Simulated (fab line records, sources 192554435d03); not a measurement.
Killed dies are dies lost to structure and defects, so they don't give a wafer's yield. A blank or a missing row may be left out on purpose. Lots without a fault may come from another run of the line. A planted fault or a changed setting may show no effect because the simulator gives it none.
Split-lot experiment | flow n5_finfet | 7 lots, 39 wafers read, on a route of 1938 steps

THE SPLIT
At N5_PASSIVATION_ETCH_54 (etches SiO2 in CHF3/O2, target depth 880 nm, time 440 s), the setting target_depth_a was moved away from the recipe's 8800 angstrom on 15 of the 39 wafers read, by -56.9% to +23.0%. The other wafers ran this setting at the recipe's value.

The reading is taken at the split's own step.

THE READING
etch.depth_nm (the simulator's own value, which no gauge read), in nm, at N5_PASSIVATION_ETCH_54 (etches SiO2 in CHF3/O2, target depth 880 nm, time 440 s). The file gives no usual value for it. The 24 wafers here that ran the recipe average 875.8 nm, standard deviation 14 nm.

wafer  | tool, chamber at the split | target_depth_a as run, angstrom | against the recipe | etch.depth_nm, nm | against lot-mates on the recipe
L079.1 | rie_diel-06, 2             | 8800                            | recipe             | 874.8             | -
L079.2 | rie_diel-06, 1             | 8800                            | recipe             | 883.6             | -
L079.3 | rie_diel-06, 3             | 8800                            | recipe             | 879               | -
L079.4 | rie_diel-06, 0             | 8800                            | recipe             | 861.3             | -
L079.5 | rie_diel-06, 2             | 8800                            | recipe             | 891               | -
L079.6 | rie_diel-06, 1             | 8800                            | recipe             | 884.8             | -
L082.1 | rie_diel-06, 0             | 8800                            | recipe             | 869               | -
L082.2 | rie_diel-06, 1             | 8800                            | recipe             | 876.5             | -
L082.3 | rie_diel-06, 2             | 4206                            | -52.2%             | 421               | -454.2
L082.4 | rie_diel-06, 3             | 4206                            | -52.2%             | 420.1             | -455.1
L082.5 | rie_diel-06, 0             | 4206                            | -52.2%             | 413.1             | -462.1
L082.6 | rie_diel-06, 1             | 8800                            | recipe             | 880               | -
L085.1 | rie_diel-06, 0             | 8800                            | recipe             | 867.3             | -
L085.2 | rie_diel-06, 3             | 8800                            | recipe             | 877.4             | -
L085.3 | rie_diel-06, 2             | 8800                            | recipe             | 885.5             | -
L085.4 | rie_diel-06, 1             | 10820                           | +23.0%             | 1076              | +199.3
L085.5 | rie_diel-06, 0             | 10820                           | +23.0%             | 1063              | +186.3
L085.6 | rie_diel-06, 1             | 10820                           | +23.0%             | 1084              | +207.3
L091.1 | rie_diel-01, 3             | 4914                            | -44.2%             | 480.2             | -397.6
L091.2 | rie_diel-01, 1             | 4914                            | -44.2%             | 497.8             | -380.0
L091.3 | rie_diel-01, 0             | 4914                            | -44.2%             | 493.5             | -384.3
L091.4 | rie_diel-01, 2             | 8800                            | recipe             | 860.5             | -
L091.5 | rie_diel-01, 0             | 8800                            | recipe             | 883.7             | -
L091.6 | rie_diel-01, 1             | 8800                            | recipe             | 889.3             | -
L093.2 | rie_diel-03, 0             | 8800                            | recipe             | 887.8             | -
L093.4 | rie_diel-03, 3             | 8800                            | recipe             | 845.9             | -
L093.6 | rie_diel-03, 3             | 8800                            | recipe             | 838               | -
L094.1 | rie_diel-03, 2             | 8800                            | recipe             | 870.5             | -
L094.2 | rie_diel-03, 1             | 8800                            | recipe             | 898.6             | -
L094.3 | rie_diel-03, 3             | 10340                           | +17.5%             | 979.8             | +95.2
L094.4 | rie_diel-03, 0             | 10340                           | +17.5%             | 1041              | +156.4
L094.5 | rie_diel-03, 0             | 8800                            | recipe             | 884.6             | -
L094.6 | rie_diel-03, 1             | 10340                           | +17.5%             | 1056              | +171.4
L095.1 | rie_diel-06, 3             | 3792                            | -56.9%             | 377.4             | -499.5
L095.2 | rie_diel-06, 0             | 8800                            | recipe             | 865.8             | -
L095.3 | rie_diel-06, 1             | 3792                            | -56.9%             | 381.2             | -495.7
L095.4 | rie_diel-06, 2             | 8800                            | recipe             | 888.4             | -
L095.5 | rie_diel-06, 2             | 3792                            | -56.9%             | 380.3             | -496.6
L095.6 | rie_diel-06, 3             | 8800                            | recipe             | 876.4             | -

THE FIT
A straight line over all 39 wafers: etch.depth_nm changes by +8.72 nm for each +1% of target_depth_a; r = +1.00; the points scatter about the line by 15 nm.
The same after taking each lot's own level away (the mean of its wafers on the recipe; 39 wafers): +8.7 nm for each +1%; r = +1.00; scatter 14 nm.
On that fit, the largest move of target_depth_a shifts the reading by 4.9e+02 nm.
The lots' own levels span 857.23 to 884.57 nm, that is 2.0 times the standard deviation above.
So the lot-to-lot level changes the slope little: the two slopes agree.
Check: with one of the wafers moved furthest among these (-56.9%) left out of the fit, the line predicts -496 nm for it against its lot-mates. It came out at -499 nm against them.

OTHER SPLITS ON THESE WAFERS
These wafers also went through other splits before the reading. Each is held against what the fit with the lots' levels taken away leaves over:
other split on the same wafers         | wafers away from the commonest value | r with etch.depth_nm (lot level and that fit taken away)
N5_BEOL_M12_ILD_DEP_00 target_thk_a    | 15                                   | +0.13
N5_MIM_TOP_ETCH_ETCH_00 target_depth_a | 18                                   | -0.20

THE WHOLE CHAIN: every reading that the file lists as answering this split, in the file's order
step                   | what it does                                            | reading                                                                       | change (the file's fit)              | r (the file's)
N5_PASSIVATION_ETCH_54 | etches SiO2 in CHF3/O2, target depth 880 nm, time 440 s | PASSIVATION.feature_depth_nm (the simulator's own value, which no gauge read) | +8.72 nm for each +1% of the setting | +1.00
N5_PASSIVATION_ETCH_54 | etches SiO2 in CHF3/O2, target depth 880 nm, time 440 s | etch.depth_nm (the simulator's own value, which no gauge read)                | +8.72 nm for each +1% of the setting | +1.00

THE FILE'S OWN FIT
etch.depth_nm changes by +8.72 nm for each +1% of target_depth_a, r = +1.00.
